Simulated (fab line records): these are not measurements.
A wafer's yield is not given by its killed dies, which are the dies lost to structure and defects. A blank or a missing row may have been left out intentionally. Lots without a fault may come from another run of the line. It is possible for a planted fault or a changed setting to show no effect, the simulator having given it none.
Split-lot study	flow n5_finfet	route with 1938 steps; 7 lots, 39 wafers read

## ABOUT THE SPLIT
At N5_PASSIVATION_ETCH_15 (etches SiCN in CF4/N2, target depth 75 nm, time 81.2 s), the setting target_depth_a was moved away from the recipe's 750 angstrom on 15 of the 39 wafers read, by -56.7% to +58.9%. All remaining wafers had this setting at the recipe value.

The reading comes from the split's own step.

## THE READING
etch.depth_nm (the simulator's own value, which no gauge read), in nm, at N5_PASSIVATION_ETCH_15 (etches SiCN in CF4/N2, target depth 75 nm, time 81.2 s). There is no usual value for it anywhere in the file. Here, 24 wafers ran the recipe; their average is 64.65 nm with a standard deviation of 1.1 nm.

wafer	tool, chamber at the split	target_depth_a as run, angstrom	against the recipe	etch.depth_nm, nm	against lot-mates on the recipe
L080.1	rie_diel-01, 0	750	recipe	65.24	-
L080.2	rie_diel-01, 2	750	recipe	63.71	-
L080.3	rie_diel-01, 1	557.8	-25.6%	47.56	-17.62
L080.4	rie_diel-01, 3	750	recipe	66.6	-
L080.5	rie_diel-01, 3	557.8	-25.6%	49.23	-15.95
L080.6	rie_diel-01, 2	557.8	-25.6%	47.52	-17.66
L079.1	rie_diel-02, 1	750	recipe	65.75	-
L079.2	rie_diel-02, 0	1192	+58.9%	103.7	+38.58
L079.3	rie_diel-02, 2	750	recipe	64.32	-
L079.4	rie_diel-02, 3	1192	+58.9%	103.4	+38.28
L079.5	rie_diel-02, 3	750	recipe	65.3	-
L079.6	rie_diel-02, 2	1192	+58.9%	102.4	+37.28
L082.1	rie_diel-01, 1	385.8	-48.6%	32.91	-32.40
L082.2	rie_diel-01, 0	750	recipe	66	-
L082.3	rie_diel-01, 2	750	recipe	63.77	-
L082.4	rie_diel-01, 3	385.8	-48.6%	34.11	-31.20
L082.5	rie_diel-01, 3	750	recipe	66.16	-
L082.6	rie_diel-01, 0	385.8	-48.6%	33.4	-31.91
L086.1	rie_diel-06, 2	750	recipe	64.03	-
L086.2	rie_diel-06, 0	750	recipe	62.52	-
L086.4	rie_diel-06, 3	750	recipe	64.41	-
L085.1	rie_diel-01, 2	750	recipe	63.93	-
L085.2	rie_diel-01, 3	750	recipe	66.29	-
L085.3	rie_diel-01, 1	750	recipe	63.91	-
L085.4	rie_diel-01, 0	750	recipe	65.58	-
L085.5	rie_diel-01, 2	750	recipe	63.54	-
L085.6	rie_diel-01, 3	750	recipe	66.37	-
L090.1	rie_diel-06, 0	566.1	-24.5%	47.2	-17.13
L090.2	rie_diel-06, 2	566.1	-24.5%	48.54	-15.79
L090.3	rie_diel-06, 1,3	750	recipe	64.34	-
L090.5	rie_diel-06, 1,3	750	recipe	64.34	-
L090.4	rie_diel-06, 3	750	recipe	64.31	-
L090.6	rie_diel-06, 2	566.1	-24.5%	48.86	-15.47
L094.1	rie_diel-06, 3	324.8	-56.7%	28.11	-35.65
L094.2	rie_diel-06, 0	750	recipe	62.45	-
L094.3	rie_diel-06, 1	324.8	-56.7%	27.94	-35.82
L094.4	rie_diel-06, 2	750	recipe	64.51	-
L094.5	rie_diel-06, 0	324.8	-56.7%	27.26	-36.50
L094.6	rie_diel-06, 1	750	recipe	64.33	-
When a row names more than one chamber, that row covers several wafers, and the file does not tell which wafer ran in which chamber.

THE FIT
A straight line over all 39 wafers: etch.depth_nm changes by +0.651 nm for each +1% of target_depth_a; r = +1.00; the points scatter about the line by 1 nm.
The same after taking each lot's own level away (the mean of its wafers on the recipe; 39 wafers): +0.646 nm for each +1%; r = +1.00; scatter 0.9 nm.
On that fit, the largest move of target_depth_a shifts the reading by 38 nm.
The lots' own levels span 63.653 to 65.310 nm, that is 1.5 times the standard deviation above.
Hence the lot-to-lot level has little effect on the slope; both slopes agree.
Check: with one of the wafers moved furthest among these (+58.9%) left out of the fit, the line predicts +37.9 nm for it against its lot-mates. It came out at +38.6 nm against them.

## FURTHER SPLITS ON THESE WAFERS
Note: prior to the reading, these wafers also went through further splits. Each is held against what the fit with the lots' levels taken away leaves over:
other split on the same wafers	wafers away from the commonest value	r with etch.depth_nm (lot level and that fit taken away)
N5_BEOL_M13_TRENCH_ETCH_34 time_s	12	-0.15

## FILE'S OWN FIT
etch.depth_nm changes by +0.647 nm for each +1% of target_depth_a, r = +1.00.
